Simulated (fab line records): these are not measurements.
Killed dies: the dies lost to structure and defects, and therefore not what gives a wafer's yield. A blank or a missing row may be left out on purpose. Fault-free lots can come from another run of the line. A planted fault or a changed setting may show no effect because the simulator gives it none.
Lot-split experiment :: flow n5 finfet :: on a route of 1938 steps: 7 lots, 21 wafers read

== THE SPLIT ITSELF ==
At N5_PASSIVATION_EXPOSE_07 (exposes mask TV, defocus 0 nm, target cd 3000 nm), the setting dose mj was moved away from the recipe's 22.75 on 10 of the 21 wafers read, by -2.5% to +6.5%. For the rest of the wafers, this setting stayed at what the recipe calls for.

== FROM THE SPLIT TO THE READING: what the file shows between them, 3 steps ==
- N5_PASSIVATION_PEB_08
- N5_PASSIVATION_DEVELOP_09: develop time 60 s
- N5_PASSIVATION_HARDBAKE_11: time 120 s

== THE READING ==
Shown in nm: cd nm at N5_PASSIVATION_CD_MEAS_10, with target cd 3000 nm. On this fab line, fault-free wafers typically give 2999.9 nm with a standard deviation of 1.6 nm.

wafer: L075.2
tool, chamber at the split: krf scanner-02, 0
dose mj as run: 23.47
against the recipe: +3.2%
cd nm, nm: 3005.8
against lot-mates on the recipe: +7.6

wafer: L075.4
tool, chamber at the split: krf scanner-02, 0
dose mj as run: 22.75
against the recipe: recipe
cd nm, nm: 2998.2
against lot-mates on the recipe: -

wafer: L075.5
tool, chamber at the split: krf scanner-02, 0
dose mj as run: 23.47
against the recipe: +3.2%
cd nm, nm: 3005.0
against lot-mates on the recipe: +6.8

wafer: L077.1
tool, chamber at the split: krf scanner-01, 0
dose mj as run: 22.75
against the recipe: recipe
cd nm, nm: 2999.5
against lot-mates on the recipe: -

wafer: L077.2
tool, chamber at the split: krf scanner-01, 0
dose mj as run: 22.75
against the recipe: recipe
cd nm, nm: 3002.3
against lot-mates on the recipe: -

wafer: L077.3
tool, chamber at the split: krf scanner-01, 0
dose mj as run: 22.18
against the recipe: -2.5%
cd nm, nm: 2996.1
against lot-mates on the recipe: -4.8

wafer: L083.2
tool, chamber at the split: krf scanner-01, 0
dose mj as run: 22.75
against the recipe: recipe
cd nm, nm: 3001.2
against lot-mates on the recipe: -

wafer: L083.4
tool, chamber at the split: krf scanner-01, 0
dose mj as run: 22.75
against the recipe: recipe
cd nm, nm: 3004.3
against lot-mates on the recipe: -

wafer: L083.5
tool, chamber at the split: krf scanner-01, 0
dose mj as run: 22.75
against the recipe: recipe
cd nm, nm: 3002.4
against lot-mates on the recipe: -

wafer: L080.1
tool, chamber at the split: krf scanner-01, 0
dose mj as run: 23.73
against the recipe: +4.3%
cd nm, nm: 3008.7
against lot-mates on the recipe: +9.1

wafer: L080.3
tool, chamber at the split: krf scanner-01, 0
dose mj as run: 22.75
against the recipe: recipe
cd nm, nm: 2999.6
against lot-mates on the recipe: -

wafer: L080.6
tool, chamber at the split: krf scanner-01, 0
dose mj as run: 23.73
against the recipe: +4.3%
cd nm, nm: 3010.1
against lot-mates on the recipe: +10.5

wafer: L085.3
tool, chamber at the split: krf scanner-01, 0
dose mj as run: 24.23
against the recipe: +6.5%
cd nm, nm: 3013.6
against lot-mates on the recipe: +14.3

wafer: L085.5
tool, chamber at the split: krf scanner-01, 0
dose mj as run: 22.75
against the recipe: recipe
cd nm, nm: 2999.8
against lot-mates on the recipe: -

wafer: L085.6
tool, chamber at the split: krf scanner-01, 0
dose mj as run: 22.75
against the recipe: recipe
cd nm, nm: 2998.8
against lot-mates on the recipe: -

wafer: L090.2
tool, chamber at the split: krf scanner-01, 0
dose mj as run: 22.75
against the recipe: recipe
cd nm, nm: 2998.5
against lot-mates on the recipe: -

wafer: L090.5
tool, chamber at the split: krf scanner-01, 0
dose mj as run: 22.3
against the recipe: -2.0%
cd nm, nm: 2996.1
against lot-mates on the recipe: -2.4

wafer: L090.6
tool, chamber at the split: krf scanner-01, 0
dose mj as run: 22.3
against the recipe: -2.0%
cd nm, nm: 2995.7
against lot-mates on the recipe: -2.8

wafer: L091.2
tool, chamber at the split: krf scanner-02, 0
dose mj as run: 22.75
against the recipe: recipe
cd nm, nm: 3001.7
against lot-mates on the recipe: -

wafer: L091.3
tool, chamber at the split: krf scanner-02, 0
dose mj as run: 23.36
against the recipe: +2.7%
cd nm, nm: 3005.3
against lot-mates on the recipe: +3.6

wafer: L091.4
tool, chamber at the split: krf scanner-02, 0
dose mj as run: 23.36
against the recipe: +2.7%
cd nm, nm: 3004.5
against lot-mates on the recipe: +2.8

FIT RESULTS
A straight line over all 21 wafers: cd nm changes by +1.94 nm for each +1% of dose mj; r = +0.95; the points scatter about the line by 1.5 nm.
The same after taking each lot's own level away (the mean of its wafers on the recipe; 21 wafers): +2.03 nm for each +1%; r = +0.97; scatter 1.2 nm.
According to that fit, moving dose mj by its largest amount changes the reading by 13 nm.
From 2998.20 to 3002.63 nm: that is the span of the lots' own levels, equal to 2.8 times the standard deviation above.
So the lot-to-lot level changes the slope little: the two slopes agree.
Check: for one of the wafers moved furthest among these (+6.5%), held out of the fit, the line's prediction against its lot-mates is +12.9 nm. Against them it came out at +14.3 nm.

== FURTHER SPLITS ON THESE WAFERS ==
Before the reading, these wafers also passed through other splits. Each is held against what the fit with the lots' levels taken away leaves over:
other split on the same wafers: N5_MIM_BOT_LITHO_PEB_06 peb time s
wafers away from the commonest value: as run: not given for these wafers
r with cd nm (lot level and that fit taken away): -

== FILE'S OWN FIT ==
cd nm changes by +2.08 nm for each +1% of dose mj, r = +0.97.
